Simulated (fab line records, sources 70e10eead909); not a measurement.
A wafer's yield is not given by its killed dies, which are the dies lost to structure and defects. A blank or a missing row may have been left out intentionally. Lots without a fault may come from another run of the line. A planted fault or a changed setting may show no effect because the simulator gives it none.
A lot that was struck, set against a sound lot / flow nand-harc / 38 out of 1302 route steps
Sound: the wafers L473.3, L473.4, L473.5. The struck wafers were L481.1, L481.2, L481.4. The cause comes at the end.
For every step that has rows: the tool of each side, followed by ch and its chambers, followed by its first start. Under that, the readings that differ: sound wafers / struck wafers / difference of the means / sigmas: that difference in standard deviations of wafers without a fault.
alike: same words and numbers on both sides, and readings whose means sit less than 2 such deviations apart. not compared: any withheld reading, any reading some wafer has no value for, any bound like >300 that may hide the same value, and any number with overlapping values for which the record gives no deviation.
Wherever a step has rows on one side only, a row that says differs or no value, or a row with sigmas, the two part there. Non-overlapping numbers with no deviation appear without sigmas and do not part them. Lack of a reading on every wafer of one side parts them only where that side has two or more wafers.

first, 1 step without rows for these wafers: NHARC_A_STAIRCASE_TRIM_26 (chemistry O2, time 211.2 s).
NHARC_A_STAIRCASE_ETCH_27: etches the open film in C4F8/O2, target depth 100 nm, time 40.5 s.
  sound on rie-diel-05 ch 0,3; struck on rie-diel-05 ch 1,2,3
  alike: oes-product-au, rf-vpp-V
  not compared: rf-hours-counter-h
then, 9 steps without rows for these wafers: NHARC_A_STAIRCASE_STRIP_175 (strips in O2); NHARC_A_STAIRCASE_STRIP_148 (strips in SPM, time 900 s); NHARC_A_STAIRCASE_PRECLEAN_149 (cleans in SC1); NHARC_A_STAIRCASE_SRD_150; NHARC_A_STAIRCASE_DEHYDRATE_176 (time 120 s); NHARC_A_STAIRCASE_HMDS_177 (time 30 s); NHARC_A_STAIRCASE_COAT_178; NHARC_A_STAIRCASE_SOFTBAKE_179 (time 170 s); NHARC_A_STAIRCASE_EBR_180.
NHARC_A_STAIRCASE_EXPOSE_181: exposes mask STAIR 2.
  sound on krf-scanner-02 ch 0, day 15 09:11; struck on krf-scanner-02, day 19 14:50
  no value came back on the struck wafers for exposure-dose-mJ-cm2, focus-offset-nm (nm); on the sound wafers exposure-dose-mJ-cm2 reads 27.847 27.891 27.862
  alike: mask
then, 4 steps without rows for these wafers: NHARC_A_STAIRCASE_PEB_182 (peb time 130 s); NHARC_A_STAIRCASE_DEVELOP_183 (time 140 s); NHARC_A_STAIRCASE_HARDBAKE_185 (time 140 s); NHARC_A_STAIRCASE_DESCUM_186 (chemistry O2, time 3 s).
NHARC_A_STAIRCASE_TRIM_187: chemistry O2, time 211.2 s.
  sound on rie-diel-09 ch 2,3, day 15 09:40; struck on rie-diel-05 ch 0,1,3, day 19 15:19
  alike: drypump-motor-current-A, oes-product-au, rf-vpp-V, showerhead-plenum-p-Torr, throttle-valve-pct
  not compared: rf-hours-counter-h
then, 3 steps without rows for these wafers: NHARC_A_STAIRCASE_ETCH_188 (etches the open film in C4F8/O2, target depth 100 nm, time 40.5 s); NHARC_A_STAIRCASE_TRIM_189 (chemistry O2, time 211.2 s); NHARC_A_STAIRCASE_ETCH_190 (etches the open film in C4F8/O2, target depth 100 nm, time 40.5 s).
NHARC_A_STAIRCASE_TRIM_191: chemistry O2, time 211.2 s.
  sound on rie-diel-09 ch 1,3; struck on rie-diel-05 ch 0,1,3
  alike: drypump-motor-current-A, oes-product-au, rf-vpp-V, showerhead-plenum-p-Torr, throttle-valve-pct
  not compared: rf-hours-counter-h
then, 3 steps without rows for these wafers: NHARC_A_STAIRCASE_ETCH_192 (etches the open film in C4F8/O2, target depth 100 nm, time 40.5 s); NHARC_A_STAIRCASE_TRIM_193 (chemistry O2, time 211.2 s); NHARC_A_STAIRCASE_ETCH_194 (etches the open film in C4F8/O2, target depth 100 nm, time 40.5 s).
NHARC_A_STAIRCASE_TRIM_196: chemistry O2, time 211.2 s.
  sound on rie-diel-11 ch 2,3, day 15 10:52; struck on rie-diel-09 ch 0,2,3, day 19 16:20
reading=rf-hours-counter-h (h); sound=- - -; struck=47 45 45; difference=no value on the sound wafers; sigmas=
  alike: drypump-motor-current-A, oes-product-au, rf-vpp-V, showerhead-plenum-p-Torr, throttle-valve-pct
then, 3 steps without rows for these wafers: NHARC_A_STAIRCASE_ETCH_197 (etches the open film in C4F8/O2, target depth 100 nm, time 40.5 s); NHARC_A_STAIRCASE_TRIM_198 (chemistry O2, time 211.2 s); NHARC_A_STAIRCASE_ETCH_199 (etches the open film in C4F8/O2, target depth 100 nm, time 40.5 s).
NHARC_A_STAIRCASE_TRIM_200: chemistry O2, time 211.2 s.
  sound on rie-diel-11 ch 2,3; struck on rie-diel-09 ch 1,2,3
reading=rf-hours-counter-h (h); sound=- - -; struck=45 47 45; difference=no value on the sound wafers; sigmas=
  alike: drypump-motor-current-A, oes-product-au, rf-vpp-V, showerhead-plenum-p-Torr, throttle-valve-pct
then, 9 steps without rows for these wafers: NHARC_A_STAIRCASE_ETCH_201 (etches the open film in C4F8/O2, target depth 100 nm, time 40.5 s); NHARC_A_STAIRCASE_TRIM_202 (chemistry O2, time 211.2 s); NHARC_A_STAIRCASE_ETCH_203 (etches the open film in C4F8/O2, target depth 100 nm, time 40.5 s); NHARC_A_STAIRCASE_STRIP_205 (strips in O2); NHARC_A_STAIRCASE_STRIP_206 (strips in SPM, time 900 s); NHARC_A_STAIRCASE_PRECLEAN_207 (cleans in SC1); NHARC_A_STAIRCASE_SRD_208; NHARC_A_STAIRCASE_DEHYDRATE_209 (time 120 s); NHARC_A_STAIRCASE_HMDS_210 (time 30 s).

== WHERE THEY PART ==
Earliest at NHARC_A_STAIRCASE_EXPOSE_181; latest, in this record, at NHARC_A_STAIRCASE_TRIM_200.

WHY: whatever the simulator had introduced
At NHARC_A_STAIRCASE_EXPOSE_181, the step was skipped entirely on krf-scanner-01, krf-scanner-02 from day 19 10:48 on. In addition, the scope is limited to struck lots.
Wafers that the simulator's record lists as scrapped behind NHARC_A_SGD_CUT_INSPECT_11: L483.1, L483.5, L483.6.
